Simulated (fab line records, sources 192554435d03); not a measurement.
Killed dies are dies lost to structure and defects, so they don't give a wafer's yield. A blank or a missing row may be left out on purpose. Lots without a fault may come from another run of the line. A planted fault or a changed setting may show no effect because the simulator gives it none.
fab line records | flow n5_finfet
record lots=7 wafers=21
route steps=1938 shown BEOL_M15@1779 MIM_BOT_ETCH@1866 PASSIVATION@1930
start_h: hours from the record's first day to the start of the lot's first wafer shown | wait_h: hours since the lot's step before | " the same as in the row above | L1.1+2: a row that stands for several wafers | - no value, or no start given | * or withheld: withheld | < > ~ a bound
route shown NAME@n: a module of which the file shows steps, and the number in the route of the first | usual: mean/standard deviation of fault-free wafers | same: alike in all rows | chamber/n: place in a boat | sites: the reading at each site | _std_site: their standard deviation | _edge_site: outer sites' mean less inner sites' | radius_mm: how far each site lies from the wafer's centre | mask NAME#n: copy n | behind: the tool/chamber that last shaped the wafer | hold: why the lot was held/for how many hours/how that ended | device: the transistor (n, p or np) that didn't switch | end of line: the same wafers' tests at the end of the route | a step without rows: its recipe alone | killed: dies lost to structure and defects at the first sort, not the wafer's yield | map: a wafer's dies, x killed, . not, _ none there
set.NAME: the setting as run; set.NAME@STEP: as run at that earlier step | model.NAME: the simulator's own value behind a step, which no gauge read
lots whose settings were changed on purpose; a table a step, a row a wafer
## steps
# step N5_BEOL_M15_EXPOSE_07
# recipe mask_id=V14 na=0.8 source_shape=annular sigma_inner=0.5 sigma_outer=0.8 polarization=unpolarized attpsm_phase_deg=180 dose_mj=41.25
# columns lot.wafer tool chamber start_h wait_h mask set.dose_mj
L076.1+2+6 krf_scanner-02 0 261.66 - V14#0 41.25
L074.3+6 krf_scanner-01 0 266.54 - V14#0 41.25
L074.4 " 0 " " V14#0 38.94
L078.1+3+5 krf_scanner-01 0 299.08 - V14#0 41.25
L086.3+5 krf_scanner-01 0 335.71 - V14#0 41.25
L086.4 " 0 " " V14#0 38.94
L095.4+6 krf_scanner-01 0 378.32 - V14#0 41.25
L095.5 " 0 " " V14#0 38.4
L093.4+5+6 krf_scanner-02 0 385.34 - V14#0 41.25
L097.1+6 krf_scanner-01 0 405.90 - V14#0 39.22
L097.3 " 0 " " V14#0 41.25
# step N5_BEOL_M15_PEB_08
# recipe peb_temp_c=130 peb_time_s=90
# step N5_BEOL_M15_DEVELOP_09
# recipe develop_time_s=45 rinse_liquid=diw dry=air_spin dev_temp_c=21
# step N5_BEOL_M15_HARDBAKE_14
# recipe temp_c=130 time_s=120
# step N5_BEOL_M15_CD_MEAS_10
# recipe target_cd_nm=360 landing_energy_ev=500 detector=se_inlens polarity=opening
# usual cd_nm=359.1/1.7
# columns lot.wafer tool chamber start_h wait_h set.dose_mj@BEOL_M15_EXPOSE_07 cd_nm
L076.1 cd_sem-02 0 261.84 - 41.25 357.7
L076.2 " 0 " " 41.25 358.2
L076.6 " 0 " " 41.25 359.8
L074.3 cd_sem-03 0 266.70 - 41.25 358.1
L074.4 " 0 " " 38.94 353.9
L074.6 " 0 " " 41.25 361.6
L078.1 cd_sem-03 0 299.25 - 41.25 360.4
L078.3 " 0 " " 41.25 358.4
L078.5 " 0 " " 41.25 358.6
L086.3 cd_sem-02 0 335.87 - 41.25 358.8
L086.4 " 0 " " 38.94 350.8
L086.5 " 0 " " 41.25 357.8
L095.4 cd_sem-01 0 378.48 - 41.25 358.6
L095.5 " 0 " " 38.4 347.4
L095.6 " 0 " " 41.25 357.5
L093.4 cd_sem-01 0 385.49 - 41.25 356.4
L093.5 " 0 " " 41.25 360.2
L093.6 " 0 " " 41.25 359.4
L097.1 cd_sem-03 0 406.07 - 39.22 349.8
L097.3 " 0 " " 41.25 355.8
L097.6 " 0 " " 39.22 349.0
# step N5_BEOL_M15_DESCUM_15
# recipe chemistry=O2 time_s=7.9 source_power_w=50 bias_power_w=20 pressure_mtorr=20 rf_frequency_hz=2.712e+07 temp_c=40 o2_flow_sccm=225
# step N5_BEOL_M15_ETCH_59
# recipe chemistry=N2/H2 target=BARC target_depth_a=890 overetch_a=267 time_s=67.9 ion_energy_ev=200 pressure_mtorr=30 source_w=840 bias_w=150 n2_flow_sccm=200 h2_flow_sccm=200
# columns lot.wafer tool chamber start_h wait_h set.spin_rpm@BEOL_M15_COAT_04 model.coat_of_BEOL_M15_COAT_04.thk_nm
L076.1 rie_diel-06 2 261.96 0.0 1704 719
L076.2 " 0 " " 1615 740.8
L076.6 " 0 " " 1704 716.8
L074.3 rie_diel-06 0 266.82 0.0 1704 715.6
L074.4 " 3 " " 1894 679.2
L074.6 " 1 " " 1894 676
L078.1 rie_diel-03 3 299.38 0.0 1704 714.6
L078.3 " 1 " " 1704 716
L078.5 " 2 " " 1704 714
L086.3 rie_diel-03 1 336.06 0.0 1704 710
L086.4 " 0 " " 1704 710.6
L086.5 " 1 " " 1704 709.4
L095.4 rie_diel-05 2 378.64 0.0 1704 717.8
L095.5 " 3 " " 1585 752.4
L095.6 " 0 " " 1585 750.2
L093.4 rie_diel-06 0 385.61 0.0 1704 715
L093.5 " 2 " " 1704 714
L093.6 " 3 " " 1704 717
L097.1 rie_diel-05 2 406.19 0.0 1704 711.2
L097.3 " 1 " " 1520 763.2
L097.6 " 2 " " 1520 760.4
# step N5_BEOL_M15_VIA_ETCH_16
# recipe chemistry=C4F8/O2/Ar target=SiO2 he_inner_torr=15 he_outer_torr=30 target_depth_a=17922 time_s=withheld ion_energy_ev=800 pressure_mtorr=20 source_w=1905 bias_w=2040 Ar_flow_sccm=400 C4F8_flow_sccm=16 O2_flow_sccm=12 ends=cleared
# columns lot.wafer tool chamber start_h wait_h set.spin_rpm@BEOL_M15_COAT_04 model.coat_of_BEOL_M15_COAT_04.thk_nm
L076.1 rie_diel-06 2 262.01 0.0 1704 332.8
L076.2 " 0 " " 1615 360
L076.6 " 0 " " 1704 330.8
L074.3 rie_diel-06 0 266.87 0.0 1704 333.6
L074.4 " 3 " " 1894 288.6
L074.6 " 1 " " 1894 294.8
L078.1 rie_diel-03 3 299.43 0.0 1704 332.4
L078.3 " 1 " " 1704 338.6
L078.5 " 2 " " 1704 326
L086.3 rie_diel-03 1 336.11 0.0 1704 330.2
L086.4 " 0 " " 1704 325.8
L086.5 " 1 " " 1704 317.4
L095.4 rie_diel-05 2 378.79 0.1 1704 330
L095.5 " 3 " " 1585 362.6
L095.6 " 0 " " 1585 366.6
L093.4 rie_diel-06 0 385.66 0.0 1704 330
L093.5 " 2 " " 1704 320.2
L093.6 " 3 " " 1704 323.4
L097.1 rie_diel-05 2 406.24 0.0 1704 325.4
L097.3 " 1 " " 1520 380.8
L097.6 " 2 " " 1520 382.8
# step N5_BEOL_M15_STRIP_63
# recipe chemistry=O2 power_w=600 temp_c=60 pressure_mtorr=30 rf_frequency_hz=6e+07 bias_power_w=0 overash_fraction=0.3 o2_flow_sccm=225
# step N5_BEOL_M15_STRIP_64
# recipe chemistry=O2 power_w=600 temp_c=60 pressure_mtorr=30 rf_frequency_hz=6e+07 bias_power_w=0 overash_fraction=0.3 o2_flow_sccm=225
# step N5_BEOL_M15_STRIP_65
# recipe chemistry=post_etch_residue_remover time_s=60 temp_c=25 remover_ph=withheld remover_water_wt_pct=withheld remover_fluoride_wt_pct=withheld
# step N5_BEOL_M15_SRD_66
# recipe time_s=30 temp_c=23 rinse_liquid=diw dry=n2_spin spin_rpm=1500 dry_time_s=30
# step N5_BEOL_M15_CD_MEAS_17
# recipe target_cd_nm=360 polarity=opening
# usual cd_nm=359.5/1.9
# columns lot.wafer tool chamber start_h wait_h set.dose_mj@BEOL_M15_EXPOSE_07 cd_nm
L076.1 cd_sem-03 - 262.42 0.0 41.25 356.0
L076.2 " - " " 41.25 359.1
L076.6 " - " " 41.25 361.1
L074.3 cd_sem-01 - 267.29 0.0 41.25 358.1
L074.4 " - " " 38.94 352.3
L074.6 " - " " 41.25 363.2
L078.1 cd_sem-03 - 299.84 0.0 41.25 359.7
L078.3 " - " " 41.25 359.3
L078.5 " - " " 41.25 360.3
L086.3 cd_sem-02 - 336.53 0.0 41.25 359.9
L086.4 " - " " 38.94 349.7
L086.5 " - " " 41.25 359.0
L095.4 cd_sem-03 - 379.09 0.0 41.25 359.1
L095.5 " - " " 38.4 348.8
L095.6 " - " " 41.25 356.3
L093.4 cd_sem-03 - 386.08 0.0 41.25 357.0
L093.5 " - " " 41.25 360.3
L093.6 " - " " 41.25 358.5
L097.1 cd_sem-01 - 406.67 0.0 39.22 350.3
L097.3 " - " " 41.25 356.5
L097.6 " - " " 39.22 347.5
# step N5_BEOL_M15_COAT_22
# recipe spin_rpm=1704 resist_thk_nm=800
# columns lot.wafer tool chamber start_h wait_h set.spin_rpm model.coat_of_BEOL_M15_COAT_22.thk_nm
L076.1 litho_track-01 0 - - 1704 798.2
L076.2 " 0 " " 1880 760.4
L076.6 " 0 " " 1704 796.6
L074.3 litho_track-01 0 - - 1704 799.2
L074.4 " 0 " " 1557 833.4
L074.6 " 0 " " 1557 834.6
L078.1 litho_track-05 0 - - 1704 798
L078.3 " 0 " " 1704 799.6
L078.5 " 0 " " 1704 799
L086.3 litho_track-05 0 - - 1654 810.6
L086.4 " 0 " " 1654 810.4
L086.5 " 0 " " 1704 800.8
L095.4 litho_track-01 0 - - 1704 800.4
L095.5 " 0 " " 1704 799.2
L095.6 " 0 " " 1821 775.2
L093.4 litho_track-05 0 - - 1704 800.6
L093.5 " 0 " " 1832 772.4
L093.6 " 0 " " 1704 800.4
L097.1 litho_track-02 0 - - 1704 803.2
L097.3 " 0 " " 1782 783.6
L097.6 " 0 " " 1704 801.6
# step N5_BEOL_M15_PEB_26
# recipe peb_temp_c=130 peb_time_s=90
# columns lot.wafer tool chamber start_h wait_h set.peb_time_s
L076.1 litho_track-02 0 264.64 0.1 103
L076.2+6 " 0 " " 90
L074.3+4+6 litho_track-01 0 268.17 0.0 97.2
L078.1+3+5 litho_track-05 0 300.63 0.1 90
L086.3+4 litho_track-01 0 337.42 0.0 90
L086.5 " 0 " " 77.43
L095.4+6 litho_track-01 0 379.85 0.0 90
L095.5 " 0 " " 84.74
L093.4+5+6 litho_track-02 0 386.84 0.0 90
L097.1+3+6 litho_track-05 0 407.43 0.1 90
# step N5_BEOL_M15_DEVELOP_27
# recipe develop_time_s=45 rinse_liquid=diw dry=air_spin dev_temp_c=21
# step N5_BEOL_M15_HARDBAKE_32
# recipe temp_c=130 time_s=120
# step N5_BEOL_M15_DESCUM_33
# recipe chemistry=O2 time_s=7.9 source_power_w=50 bias_power_w=20 pressure_mtorr=20 rf_frequency_hz=2.712e+07 temp_c=40 o2_flow_sccm=225
# step N5_BEOL_M15_ETCH_61
# recipe chemistry=N2/H2 target=BARC target_depth_a=890 overetch_a=267 time_s=67.9 ion_energy_ev=200 pressure_mtorr=30 source_w=840 bias_w=150 n2_flow_sccm=200 h2_flow_sccm=200
# columns lot.wafer tool chamber start_h wait_h set.spin_rpm@BEOL_M15_COAT_22 model.coat_of_BEOL_M15_COAT_22.thk_nm
L076.1 rie_diel-06 3 264.97 0.0 1704 716.4
L076.2 " 0 " " 1880 676
L076.6 " 3 " " 1704 715
L074.3 rie_diel-03 2 268.41 0.0 1704 717
L074.4 " 1 " " 1557 751.6
L074.6 " 1 " " 1557 752.6
L078.1 rie_diel-06 1 300.89 0.0 1704 714.2
L078.3 " 3 " " 1704 718
L078.5 " 0 " " 1704 714.4
L086.3 rie_diel-06 2 337.65 0.0 1654 727.8
L086.4 " 1 " " 1654 726.2
L086.5 " 3 " " 1704 718.8
L095.4 rie_diel-03 3 380.08 0.0 1704 717
L095.5 " 1 " " 1704 717.8
L095.6 " 0 " " 1821 693.8
L093.4 rie_diel-06 1 387.16 0.0 1704 716.6
L093.5 " 3 " " 1832 692
L093.6 " 0 " " 1704 717
L097.1 rie_diel-06 3 408.40 0.0 1704 721.6
L097.3 " 1 " " 1782 699.4
L097.6 " 0 " " 1704 717.2
# step N5_MIM_BOT_ETCH_ETCH_04
# recipe chemistry=CF4/O2 target=SiNx target_depth_a=260 time_s=13 ion_energy_ev=100 pressure_mtorr=40 source_w=535 bias_w=49 Ar_flow_sccm=100 cf4_flow_sccm=100 O2_flow_sccm=10
# columns lot.wafer tool chamber start_h wait_h set.source_w model.etch.depth_nm
L076.1 rie_diel-04 2 274.29 0.0 535 26.78
L076.2 " 3 " " 535 25.77
L076.6 " 0 " " 535 25.57
L074.3 rie_diel-01 3 280.50 0.0 535 25.4
L074.4 " 0 " " 483.6 23.51
L074.6 " 1 " " 483.6 23.55
L078.1 rie_diel-04 3 310.90 0.0 535 26.13
L078.3 " 2 " " 535 27.5
L078.5 " 2 " " 535 27.24
L086.3 rie_diel-02 2 343.58 0.0 535 26.55
L086.4 " 1 " " 535 26.2
L086.5 " 1 " " 535 25.76
L095.4 rie_diel-01 2 388.58 0.0 535 25.57
L095.5 " 0 " " 535 25.55
L095.6 " 1 " " 535 25.72
L093.4 rie_diel-02 0 396.18 0.0 535 25.47
L093.5 " 2 " " 535 26.05
L093.6 " 1 " " 468.3 22.84
L097.1 rie_diel-01 0 417.06 0.0 535 25.73
L097.3 " 1 " " 535 25.3
L097.6 " 2 " " 507.4 24.15
# step N5_PASSIVATION_ETCH_54
# recipe chemistry=CHF3/O2 target=SiO2 target_depth_a=8800 CHF3_flow_sccm=50 O2_flow_sccm=5 Ar_flow_sccm=200 time_s=440 mask_material=PR pressure_mtorr=30 source_w=650 bias_w=170 ion_energy_ev=200
# usual rf_vpp_V=522/9.8
# columns lot.wafer tool chamber start_h wait_h set.bias_w rf_vpp_V
L076.1 rie_diel-04 3 281.54 0.1 146.7 468
L076.2 " 2 " " 146.7 455
L076.6 " 2 " " 170 512
L074.3 rie_diel-04 3 287.05 0.1 197.4 592
L074.4 " 0 " " 170 530
L074.6 " 2 " " 170 509
L078.1 rie_diel-01 2 317.02 0.1 170 536
L078.3 " 0 " " 170 507
L078.5 " 2 " " 170 536
L086.3 rie_diel-02 1 350.75 0.1 170 528
L086.4 " 2 " " 170 529
L086.5 " 1 " " 170 528
L095.4 rie_diel-01 3 397.24 0.1 170 515
L095.5 " 2 " " 146.8 476
L095.6 " 1 " " 146.8 464
L093.4 rie_diel-04 3 401.49 0.1 200.3 598
L093.5 " 0 " " 170 536
L093.6 " 3 " " 170 524
L097.1 rie_diel-02 3 422.85 0.1 181.2 536
L097.3 " 2 " " 181.2 557
L097.6 " 0 " " 181.2 543
## key
split step=N5_BEOL_M15_EXPOSE_07 setting=dose_mj stated=41.25 by=wafer
response step=N5_BEOL_M15_CD_MEAS_10 reading=cd_nm change=+1.34 per=1% r=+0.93
response step=N5_BEOL_M15_CD_MEAS_17 reading=cd_nm change=+1.49 per=1% r=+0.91
split step=N5_BEOL_M15_COAT_22 setting=spin_rpm stated=1704 by=wafer
response step=N5_BEOL_M15_COAT_22 reading=model.coat_of_BEOL_M15_COAT_22.thk_nm change=-3.75 per=1% r=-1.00
response step=N5_BEOL_M15_ETCH_61 reading=model.coat_of_BEOL_M15_COAT_22.thk_nm change=-3.74 per=1% r=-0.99
split step=N5_BEOL_M15_PEB_26 setting=peb_time_s stated=90 by=wafer
response none clear
split step=N5_MIM_BOT_ETCH_ETCH_04 setting=source_w stated=535 by=wafer
response step=N5_MIM_BOT_ETCH_ETCH_04 reading=model.etch.depth_nm change=+0.224 per=1% r=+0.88
split step=N5_PASSIVATION_ETCH_54 setting=bias_w stated=170 by=wafer
response step=N5_PASSIVATION_ETCH_54 reading=rf_vpp_V change=+3.88 per=1% r=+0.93
split outside_this_file step=N5_BEOL_M15_COAT_04 setting=spin_rpm
# split outside_this_file: this setting was split too, and the file shows its column; the key of that split is in another file
